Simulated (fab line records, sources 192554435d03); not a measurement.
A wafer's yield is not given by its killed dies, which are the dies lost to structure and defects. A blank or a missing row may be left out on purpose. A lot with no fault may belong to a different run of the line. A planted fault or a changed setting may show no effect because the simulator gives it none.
Which tool is to blame? || flow n5-finfet || 10 lots with 28 wafers sampled at 6 steps, on a route of 1938 steps

## WHAT EACH GAUGE READ, for each wafer
N5_BEOL_M4_THK_MEAS_01.
{"lot": "L739", "measured": "day 7 03:01", "on": "film-metro-01", "M4_ILD_THK (nm)": "78.5 79.2 77.9"}
{"lot": "L741", "measured": "day 8 05:34", "on": "film-metro-01", "M4_ILD_THK (nm)": "78.0 78.6 80.7"}
{"lot": "L742", "measured": "day 8 05:41", "on": "film-metro-02", "M4_ILD_THK (nm)": "78.4 81.3 81.7"}
{"lot": "L745", "measured": "day 8 19:10", "on": "film-metro-02", "M4_ILD_THK (nm)": "79.0 78.5 81.0"}
{"lot": "L746", "measured": "day 9 06:38", "on": "film-metro-02", "M4_ILD_THK (nm)": "77.8 80.0 80.0"}
{"lot": "L749", "measured": "day 9 16:31", "on": "film-metro-02", "M4_ILD_THK (nm)": "77.6 78.1 77.5"}
{"lot": "L750", "measured": "day 10 11:16", "on": "film-metro-02", "M4_ILD_THK (nm)": "77.6 80.3 79.9"}
{"lot": "L756", "measured": "day 11 20:33", "on": "film-metro-02", "M4_ILD_THK (nm)": "59.5 80.5 79.7"}
{"lot": "L759", "measured": "day 12 21:07", "on": "film-metro-02", "M4_ILD_THK (nm)": "79.6 59.8"}
{"lot": "L761", "measured": "day 12 21:32", "on": "film-metro-01", "M4_ILD_THK (nm)": "60.2 80.0"}

N5_BEOL_M4_RC_MEAS_101.
{"lot": "L739", "measured": "day 7 12:11", "on": "prober-02", "DIBL_N (mV/V)": "38.6 34.9 38.5", "DIBL_P (mV/V)": "39.9 35.0 39.9", "IOFF_N (nA/um)": "0.204 0.135 0.213", "IOFF_P (nA/um)": "0.24 0.17 0.25", "ION_N (uA/um)": "683 662 679", "ION_P (uA/um)": "463 455 466", "SS_N (mV/dec)": "73.2 71.3 71.6", "SS_P (mV/dec)": "74.1 73.5 74.3", "VT_N (mV)": "247.3 250.8 244.0", "VT_P (mV)": "-249 -256 -247"}
{"lot": "L741", "measured": "day 8 13:29", "on": "prober-01", "DIBL_N (mV/V)": "37.0 36.9 37.1", "DIBL_P (mV/V)": "36.1 36.0 36.1", "IOFF_N (nA/um)": "0.146 0.146 0.148", "IOFF_P (nA/um)": "0.19 0.20 0.20", "ION_N (uA/um)": "678 675 672", "ION_P (uA/um)": "461 462 461", "SS_N (mV/dec)": "71.5 70.6 70.9", "SS_P (mV/dec)": "73.5 72.9 73.4", "VT_N (mV)": "249.8 247.4 248.0", "VT_P (mV)": "-253 -249 -250"}
{"lot": "L742", "measured": "day 8 13:56", "on": "prober-02", "DIBL_N (mV/V)": "36.8 37.9 37.9", "DIBL_P (mV/V)": "36.8 38.8 37.6", "IOFF_N (nA/um)": "0.162 0.184 0.190", "IOFF_P (nA/um)": "0.26 0.29 0.26", "ION_N (uA/um)": "690 689 704", "ION_P (uA/um)": "482 479 486", "SS_N (mV/dec)": "71.3 71.8 71.9", "SS_P (mV/dec)": "73.5 74.2 73.5", "VT_N (mV)": "248.8 249.6 246.3", "VT_P (mV)": "-246 -242 -246"}
{"lot": "L745", "measured": "day 9 06:04", "on": "prober-01", "DIBL_N (mV/V)": "35.4 35.5 35.6", "DIBL_P (mV/V)": "37.0 37.0 37.2", "IOFF_N (nA/um)": "0.167 0.166 0.183", "IOFF_P (nA/um)": "0.22 0.21 0.22", "ION_N (uA/um)": "671 680 684", "ION_P (uA/um)": "469 463 470", "SS_N (mV/dec)": "71.3 71.8 71.2", "SS_P (mV/dec)": "74.0 72.8 73.4", "VT_N (mV)": "247.2 245.1 244.9", "VT_P (mV)": "-249 -248 -247"}
{"lot": "L746", "measured": "day 9 15:16", "on": "prober-02", "DIBL_N (mV/V)": "39.4 37.6 37.8", "DIBL_P (mV/V)": "37.8 36.6 37.7", "IOFF_N (nA/um)": "0.201 0.169 0.178", "IOFF_P (nA/um)": "0.25 0.23 0.25", "ION_N (uA/um)": "695 684 695", "ION_P (uA/um)": "471 466 478", "SS_N (mV/dec)": "71.9 72.0 72.0", "SS_P (mV/dec)": "74.3 73.3 73.8", "VT_N (mV)": "248.2 250.7 247.1", "VT_P (mV)": "-249 -246 -243"}
{"lot": "L749", "measured": "day 10 00:07", "on": "prober-02", "DIBL_N (mV/V)": "40.3 36.5 38.9", "DIBL_P (mV/V)": "41.8 36.5 41.4", "IOFF_N (nA/um)": "0.264 0.150 0.217", "IOFF_P (nA/um)": "0.28 0.18 0.27", "ION_N (uA/um)": "698 660 677", "ION_P (uA/um)": "468 452 467", "SS_N (mV/dec)": "72.5 70.7 72.4", "SS_P (mV/dec)": "74.9 74.0 74.1", "VT_N (mV)": "243.8 251.1 244.8", "VT_P (mV)": "-250 -253 -249"}
{"lot": "L750", "measured": "day 10 21:23", "on": "prober-01", "DIBL_N (mV/V)": "35.2 34.9 33.5", "DIBL_P (mV/V)": "34.7 33.7 31.6", "IOFF_N (nA/um)": "0.149 0.131 0.115", "IOFF_P (nA/um)": "0.19 0.18 0.15", "ION_N (uA/um)": "680 663 658", "ION_P (uA/um)": "466 459 449", "SS_N (mV/dec)": "71.2 71.7 71.1", "SS_P (mV/dec)": "73.7 73.0 72.5", "VT_N (mV)": "248.8 252.6 254.1", "VT_P (mV)": "-253 -254 -255"}
{"lot": "L756", "measured": "day 12 05:23", "on": "prober-01", "DIBL_N (mV/V)": "35.7 33.8 37.9", "DIBL_P (mV/V)": "36.8 33.9 39.5", "IOFF_N (nA/um)": "0.139 0.118 0.169", "IOFF_P (nA/um)": "0.22 0.17 0.27", "ION_N (uA/um)": "681 674 676", "ION_P (uA/um)": "472 468 471", "SS_N (mV/dec)": "71.1 70.9 71.7", "SS_P (mV/dec)": "73.4 72.4 73.9", "VT_N (mV)": "252.4 253.6 244.6", "VT_P (mV)": "-251 -252 -246"}
{"lot": "L759", "measured": "day 13 06:37", "on": "prober-02", "DIBL_N (mV/V)": "38.9 36.8", "DIBL_P (mV/V)": "37.8 35.5", "IOFF_N (nA/um)": "0.177 0.135", "IOFF_P (nA/um)": "0.19 0.17", "ION_N (uA/um)": "678 675", "ION_P (uA/um)": "460 459", "SS_N (mV/dec)": "72.3 70.8", "SS_P (mV/dec)": "73.9 73.3", "VT_N (mV)": "247.2 254.0", "VT_P (mV)": "-256 -256"}
{"lot": "L761", "measured": "day 13 08:35", "on": "prober-02", "DIBL_N (mV/V)": "33.4 34.7", "DIBL_P (mV/V)": "33.0 34.8", "IOFF_N (nA/um)": "0.126 0.147", "IOFF_P (nA/um)": "0.19 0.22", "ION_N (uA/um)": "679 681", "ION_P (uA/um)": "469 472", "SS_N (mV/dec)": "71.3 71.5", "SS_P (mV/dec)": "72.9 73.4", "VT_N (mV)": "252.8 252.4", "VT_P (mV)": "-251 -247"}

## WHAT TOOL EACH LOT RAN ON (gives the tool, then ch and the chambers of the sampled wafers, and finally the start)
{"lot": "L739", "N5_BEOL_M3_ANNEAL_87": "pvd-sputter-01, day 7 00:49", "N5_BEOL_M3_ANNEAL_95": "pvd-sputter-01, day 7 01:42", "N5_BEOL_M3_ANNEAL_51": "rtp-anneal-02 ch 0, day 7 02:02", "N5_BEOL_M4_ILD_DEP_00": "pecvd-01 ch 0,1,2, day 7 02:57"}
{"lot": "L741", "N5_BEOL_M3_ANNEAL_87": "pvd-sputter-02, day 8 03:22", "N5_BEOL_M3_ANNEAL_95": "pvd-sputter-02, day 8 04:14", "N5_BEOL_M3_ANNEAL_51": "rtp-anneal-02 ch 0, day 8 04:35", "N5_BEOL_M4_ILD_DEP_00": "pecvd-03 ch 1,2, day 8 05:29"}
{"lot": "L742", "N5_BEOL_M3_ANNEAL_87": "pvd-sputter-03, day 8 03:28", "N5_BEOL_M3_ANNEAL_95": "pvd-sputter-03, day 8 04:20", "N5_BEOL_M3_ANNEAL_51": "rtp-anneal-01 ch 0, day 8 04:43", "N5_BEOL_M4_ILD_DEP_00": "pecvd-02 ch 0,2, day 8 05:37"}
{"lot": "L745", "N5_BEOL_M3_ANNEAL_87": "pvd-sputter-03, day 8 16:37", "N5_BEOL_M3_ANNEAL_95": "pvd-sputter-03, day 8 17:30", "N5_BEOL_M3_ANNEAL_51": "rtp-anneal-02 ch 0, day 8 18:13", "N5_BEOL_M4_ILD_DEP_00": "pecvd-02 ch 0,1,2, day 8 19:05"}
{"lot": "L746", "N5_BEOL_M3_ANNEAL_87": "pvd-sputter-03, day 9 04:25", "N5_BEOL_M3_ANNEAL_95": "pvd-sputter-03, day 9 05:17", "N5_BEOL_M3_ANNEAL_51": "rtp-anneal-02 ch 0, day 9 05:37", "N5_BEOL_M4_ILD_DEP_00": "pecvd-01 ch 0,1,2, day 9 06:35"}
{"lot": "L749", "N5_BEOL_M3_ANNEAL_87": "pvd-sputter-01, day 9 14:17", "N5_BEOL_M3_ANNEAL_95": "pvd-sputter-01, day 9 15:10", "N5_BEOL_M3_ANNEAL_51": "rtp-anneal-01 ch 0, day 9 15:30", "N5_BEOL_M4_ILD_DEP_00": "pecvd-03 ch 0,1,2, day 9 16:27"}
{"lot": "L750", "N5_BEOL_M3_ANNEAL_87": "pvd-sputter-03, day 10 09:03", "N5_BEOL_M3_ANNEAL_95": "pvd-sputter-03, day 10 09:56", "N5_BEOL_M3_ANNEAL_51": "rtp-anneal-02 ch 0, day 10 10:19", "N5_BEOL_M4_ILD_DEP_00": "pecvd-01 ch 0,1, day 10 11:11"}
{"lot": "L756", "N5_BEOL_M3_ANNEAL_87": "pvd-sputter-01, day 11 18:22", "N5_BEOL_M3_ANNEAL_95": "pvd-sputter-01, day 11 19:14", "N5_BEOL_M3_ANNEAL_51": "rtp-anneal-01 ch 0, day 11 19:34", "N5_BEOL_M4_ILD_DEP_00": "pecvd-03 ch 0,1,2, day 11 20:29"}
{"lot": "L759", "N5_BEOL_M3_ANNEAL_87": "pvd-sputter-01, day 12 18:55", "N5_BEOL_M3_ANNEAL_95": "pvd-sputter-01, day 12 19:48", "N5_BEOL_M3_ANNEAL_51": "rtp-anneal-01 ch 0, day 12 20:11", "N5_BEOL_M4_ILD_DEP_00": "pecvd-03 ch 0,1, day 12 21:03"}
{"lot": "L761", "N5_BEOL_M3_ANNEAL_87": "pvd-sputter-02, day 12 19:20", "N5_BEOL_M3_ANNEAL_95": "pvd-sputter-02, day 12 20:13", "N5_BEOL_M3_ANNEAL_51": "rtp-anneal-02 ch 0, day 12 20:33", "N5_BEOL_M4_ILD_DEP_00": "pecvd-03 ch 0,1, day 12 21:28"}
- N5_BEOL_M3_ANNEAL_87: time 240 s.
- N5_BEOL_M3_ANNEAL_95: time 240 s.
- N5_BEOL_M3_ANNEAL_51: time 90 s.
- N5_BEOL_M4_ILD_DEP_00: deposits SiOC from DEMS/O2, target thk 79 nm, time 15.3 s.

## AS READ BY THE TOOLS THEMSELVES (means over the sampled wafers that have a number; for cases with no such wafer, the mark the record gives instead)
N5_BEOL_M3_ANNEAL_87.
{"lot": "L739", "tool": "pvd-sputter-01", "heater-power-w (W)": 766}
{"lot": "L741", "tool": "pvd-sputter-02", "heater-power-w (W)": 856}
{"lot": "L742", "tool": "pvd-sputter-03", "heater-power-w (W)": 824}
{"lot": "L745", "tool": "pvd-sputter-03", "heater-power-w (W)": 818}
{"lot": "L746", "tool": "pvd-sputter-03", "heater-power-w (W)": 789}
{"lot": "L749", "tool": "pvd-sputter-01", "heater-power-w (W)": 767}
{"lot": "L750", "tool": "pvd-sputter-03", "heater-power-w (W)": 814}
{"lot": "L756", "tool": "pvd-sputter-01", "heater-power-w (W)": 695}
{"lot": "L759", "tool": "pvd-sputter-01", "heater-power-w (W)": 732}
{"lot": "L761", "tool": "pvd-sputter-02", "heater-power-w (W)": 708}

N5_BEOL_M3_ANNEAL_95.
{"lot": "L739", "tool": "pvd-sputter-01", "heater-power-w (W)": 774}
{"lot": "L741", "tool": "pvd-sputter-02", "heater-power-w (W)": 847}
{"lot": "L742", "tool": "pvd-sputter-03", "heater-power-w (W)": 798}
{"lot": "L745", "tool": "pvd-sputter-03", "heater-power-w (W)": 817}
{"lot": "L746", "tool": "pvd-sputter-03", "heater-power-w (W)": 780}
{"lot": "L749", "tool": "pvd-sputter-01", "heater-power-w (W)": 781}
{"lot": "L750", "tool": "pvd-sputter-03", "heater-power-w (W)": 830}
{"lot": "L756", "tool": "pvd-sputter-01", "heater-power-w (W)": 694}
{"lot": "L759", "tool": "pvd-sputter-01", "heater-power-w (W)": 736}
{"lot": "L761", "tool": "pvd-sputter-02", "heater-power-w (W)": 708}

N5_BEOL_M3_ANNEAL_51.
{"lot": "L739", "tool": "rtp-anneal-02", "wafer_temp_C_max": 226.32}
{"lot": "L741", "tool": "rtp-anneal-02", "wafer_temp_C_max": 226.02}
{"lot": "L742", "tool": "rtp-anneal-01", "wafer_temp_C_max": 225.62}
{"lot": "L745", "tool": "rtp-anneal-02", "wafer_temp_C_max": 226.26}
{"lot": "L746", "tool": "rtp-anneal-02", "wafer_temp_C_max": 226.22}
{"lot": "L749", "tool": "rtp-anneal-01", "wafer_temp_C_max": 226.18}
{"lot": "L750", "tool": "rtp-anneal-02", "wafer_temp_C_max": 226.25}
{"lot": "L756", "tool": "rtp-anneal-01", "wafer_temp_C_max": 226.27}
{"lot": "L759", "tool": "rtp-anneal-01", "wafer_temp_C_max": 225.93}
{"lot": "L761", "tool": "rtp-anneal-02", "wafer_temp_C_max": 226.06}

N5_BEOL_M4_ILD_DEP_00.
{"lot": "L739", "tool": "pecvd-01", "heater-power-outer-w (W)": 243, "heater-power-w (W)": 449, "rf-fwd-power-W (W)": 494.4, "showerhead-plenum-p-Torr (Torr)": 5.684, "throttle-valve-pct (%)": 11.9}
{"lot": "L741", "tool": "pecvd-03", "heater-power-outer-w (W)": 228, "heater-power-w (W)": 437, "rf-fwd-power-W (W)": 493.0, "showerhead-plenum-p-Torr (Torr)": 5.703, "throttle-valve-pct (%)": 11.8}
{"lot": "L742", "tool": "pecvd-02", "heater-power-outer-w (W)": 301, "heater-power-w (W)": 525, "rf-fwd-power-W (W)": 494.8, "showerhead-plenum-p-Torr (Torr)": 5.690, "throttle-valve-pct (%)": 12.1}
{"lot": "L745", "tool": "pecvd-02", "heater-power-outer-w (W)": 282, "heater-power-w (W)": 486, "rf-fwd-power-W (W)": 495.4, "showerhead-plenum-p-Torr (Torr)": 5.693, "throttle-valve-pct (%)": 12.3}
{"lot": "L746", "tool": "pecvd-01", "heater-power-outer-w (W)": 284, "heater-power-w (W)": 501, "rf-fwd-power-W (W)": 496.4, "showerhead-plenum-p-Torr (Torr)": 5.689, "throttle-valve-pct (%)": 12.0}
{"lot": "L749", "tool": "pecvd-03", "heater-power-outer-w (W)": 260, "heater-power-w (W)": 482, "rf-fwd-power-W (W)": 494.7, "showerhead-plenum-p-Torr (Torr)": 5.706, "throttle-valve-pct (%)": 12.3}
{"lot": "L750", "tool": "pecvd-01", "heater-power-outer-w (W)": 291, "heater-power-w (W)": 492, "rf-fwd-power-W (W)": 496.3, "showerhead-plenum-p-Torr (Torr)": 5.693, "throttle-valve-pct (%)": 12.7}
{"lot": "L756", "tool": "pecvd-03", "heater-power-outer-w (W)": 308, "heater-power-w (W)": 529, "rf-fwd-power-W (W)": 494.1, "showerhead-plenum-p-Torr (Torr)": 5.703, "throttle-valve-pct (%)": 12.3}
{"lot": "L759", "tool": "pecvd-03", "heater-power-outer-w (W)": 311, "heater-power-w (W)": 544, "rf-fwd-power-W (W)": 496.5, "showerhead-plenum-p-Torr (Torr)": 5.704, "throttle-valve-pct (%)": 12.9}
{"lot": "L761", "tool": "pecvd-03", "heater-power-outer-w (W)": 304, "heater-power-w (W)": 520, "rf-fwd-power-W (W)": 494.5, "showerhead-plenum-p-Torr (Torr)": 5.719, "throttle-valve-pct (%)": 12.4}

## THE ANSWER, worked out from the rows above alone
Rule: what is usual is taken from the lots themselves. Put in order of their means at a reading, lots are off if they are a third of the lots or fewer, leave a main group of 4 or more, and stand apart from it by a gap of 3 or more times the standard deviation of the main group's means; of several such gaps the widest counts. A main group is skipped when, at the precision printed for the reading in the tables above, its means are all equal. A lot without any number at a reading at which 4 lots or more have one is off too. The other lots that the step has rows for count as sound. First the gauges in route order, then the tools' own readings, where a lot's mean is used as printed above. The first step at which some lot is off is used, and at that step the reading that is off furthest; a lot without a number counts as furthest.
Off: at N5_BEOL_M4_THK_MEAS_01 (M4_ILD_THK), L756, L759, L761. For the main group the mean is 79.1 nm and the standard deviation 0.78.
A tool fits if, at a process step before that reading, it ran every lot that is off, and no sound lot after the first of them. Gauges at N5_BEOL_M4_THK_MEAS_01: tried the same way as those tools. One candidate fits, namely pecvd-03 at N5_BEOL_M4_ILD_DEP_00. Its last sound lot is L749 (day 9 16:27), its first lot that is off L756 (day 11 20:29): a fault that began between those two fits.

## WHAT THE SIMULATOR HAD INSERTED
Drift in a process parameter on pecvd-03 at N5_BEOL_M4_ILD_DEP_00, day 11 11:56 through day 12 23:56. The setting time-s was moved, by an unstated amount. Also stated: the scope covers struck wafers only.
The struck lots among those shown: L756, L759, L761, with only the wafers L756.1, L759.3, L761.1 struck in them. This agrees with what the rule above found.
